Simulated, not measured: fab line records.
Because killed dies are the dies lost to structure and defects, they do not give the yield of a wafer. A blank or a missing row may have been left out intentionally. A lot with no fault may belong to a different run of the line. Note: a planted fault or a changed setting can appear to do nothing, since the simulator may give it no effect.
The tool behind it: which one?    flow n5-finfet    10 lots with 30 wafers sampled at 2 steps, on a route of 1938 steps

## WHAT EACH GAUGE READ, for each wafer
N5_BEOL_M0_OCD_MEAS_108.
lot   measured      on      trench-depth-nm (nm)
L076  day 6 10:37   ocd-02  32.5 32.5 31.8
L078  day 6 20:29   ocd-02  31.9 33.7 33.6
L079  day 7 06:11   ocd-01  33.9 33.8 31.9
L081  day 7 21:49   ocd-01  32.2 33.4 33.0
L084  day 8 10:26   ocd-01  33.2 32.1 33.3
L086  day 9 05:55   ocd-02  32.3 32.6 32.4
L088  day 9 07:13   ocd-02  34.1 32.4 33.9
L090  day 9 20:14   ocd-02  33.7 32.6 33.2
L093  day 10 15:10  ocd-02  32.8 33.7 33.7
L097  day 11 15:29  ocd-02  32.5 31.9 32.5

## TOOL THAT RAN EACH LOT (tool first, then ch and the chambers of the sampled wafers, then the start)
lot   N5_BEOL_M0_STRIP_104
L076  rie-diel-01 ch 0,2,3, day 6 10:19
L078  rie-diel-04 ch 0,1,2, day 6 20:05
L079  rie-diel-03 ch 0,2, day 7 05:54
L081  rie-diel-03 ch 1,2,3, day 7 21:08
L084  rie-diel-03 ch 0,2,3, day 8 10:06
L086  rie-diel-04 ch 0,2, day 9 05:39
L088  rie-diel-03 ch 1,2,3, day 9 06:56
L090  rie-diel-01 ch 1,3, day 9 19:35
L093  rie-diel-04 ch 0,2, day 10 14:49
L097  rie-diel-03 ch 0,1,2, day 11 14:59
- N5_BEOL_M0_STRIP_104: strips in N2/H2.

## THE ANSWER, worked out from the rows above alone
Rule: usual is defined by the lots themselves. Put in order of their means at a reading, lots are off if they are a third of the lots or fewer, leave a main group of 4 or more, and stand apart from it by a gap of 3 or more times the standard deviation of the main group's means; of several such gaps the widest counts. Not used: any main group whose means are identical at the precision the tables above print for the reading. Also off: a lot with no number at a reading for which 4 or more lots have one. All remaining lots with rows at the step are treated as sound.
None of the lots is off at any reading shown; this tells nothing.

## WHAT THE SIMULATOR HAD PUT IN
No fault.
